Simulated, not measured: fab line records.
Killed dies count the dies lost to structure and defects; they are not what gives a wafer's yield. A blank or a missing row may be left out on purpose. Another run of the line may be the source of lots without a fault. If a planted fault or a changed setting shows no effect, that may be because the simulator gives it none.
Chamber matching ; flow n5_finfet ; N5_BEOL_M6_ETCH_62 on rie_diel-06: 4 sister chambers
The step etches SOC in N2/H2, target depth 110 nm, overetch 22 nm, time 165 s. 30 wafers are shown with their chamber, then 12 later ones without.

## WAFERS PAIRED WITH THEIR CHAMBERS
wafer;chamber;showerhead_plenum_p_Torr (Torr);throttle_valve_pct (%);drypump_motor_current_A (A)
L077.2;2;2.46;18.03;5.2
L077.5;3;2.48;17.72;4.9
L077.6;1;2.55;17.73;5.4
L078.1;1;2.55;17.71;5.4
L078.2;2;2.46;18.03;5.2
L078.4;3;2.48;17.71;4.9
L079.1;1;2.55;17.73;5.4
L079.2;2;2.46;18.03;5.2
L079.5;1;2.55;17.74;5.4
L081.2;0;2.63;18.19;5.1
L081.4;3;2.47;17.73;4.9
L081.5;2;2.46;18.03;5.2
L084.1;0;2.63;18.22;5.0
L084.2;2;2.46;18.04;5.2
L084.3;3;2.47;17.75;4.9
L084.4;1;2.54;17.74;5.4
L084.5;2;2.46;18.06;5.2
L084.6;3;2.47;17.75;4.9
L085.1;1;2.54;17.77;5.4
L085.4;3;2.47;17.74;4.9
L085.5;1;2.54;17.75;5.4
L089.1;1;2.54;17.77;5.3
L089.2;3;2.47;17.75;4.9
L089.3;2;2.45;18.09;5.2
L089.4;0;2.62;18.25;5.0
L089.5;2;2.45;18.06;5.2
L089.6;1;2.54;17.77;5.3
L090.1;1;2.54;17.76;5.4
L090.2;2;2.45;18.09;5.2
L090.3;0;2.62;18.25;5.1

SIGNATURES (means of the wafers above)
reading;chamber 0;chamber 1;chamber 2;chamber 3;scatter within a chamber
showerhead_plenum_p_Torr;2.6250;2.5440;2.4567;2.4729;0.00512
throttle_valve_pct;18.2275;17.7470;18.0511;17.7357;0.0223
drypump_motor_current_A;5.050;5.380;5.200;4.900;0.0316
Rule: a wafer lies at a distance from a chamber equal to the root of the sum of squares, over the readings, of (its reading less the chamber's mean, divided by the reading's scatter). If the next closest chamber is less than 2 further off than the closest, the wafer can't be placed; otherwise it belongs to the closest. The scatter: take each reading less its chamber's mean, square it, sum over the shown wafers, divide by the number of wafers less the number of chambers, and take the root.

## WAFERS MISSING THEIR CHAMBER
wafer;showerhead_plenum_p_Torr (Torr);throttle_valve_pct (%);drypump_motor_current_A (A)
L090.4;2.47;17.77;4.9
L090.5;2.62;18.25;5.1
L090.6;2.54;17.77;5.4
L091.3;2.45;18.09;5.2
L091.4;2.46;17.76;4.9
L091.6;2.47;17.75;4.9
L094.2;2.45;18.09;5.2
L094.3;2.46;17.77;4.9
L094.4;2.62;18.27;5.0
L097.1;2.44;18.10;5.2
L097.3;2.62;18.28;5.0
L097.5;2.61;18.26;5.0

## CHAMBER TAKEN BY EACH
wafer;from the rows above;in truth
L090.4;3;3
L090.5;0;0
L090.6;1;1
L091.3;2;2
L091.4;3;3
L091.6;3;3
L094.2;2;2
L094.3;3;3
L094.4;0;0
L097.1;2;2
L097.3;0;0
L097.5;0;0
Placed correctly: 12 of 12. Not placeable from these rows: 0. Wrongly placed: 0.
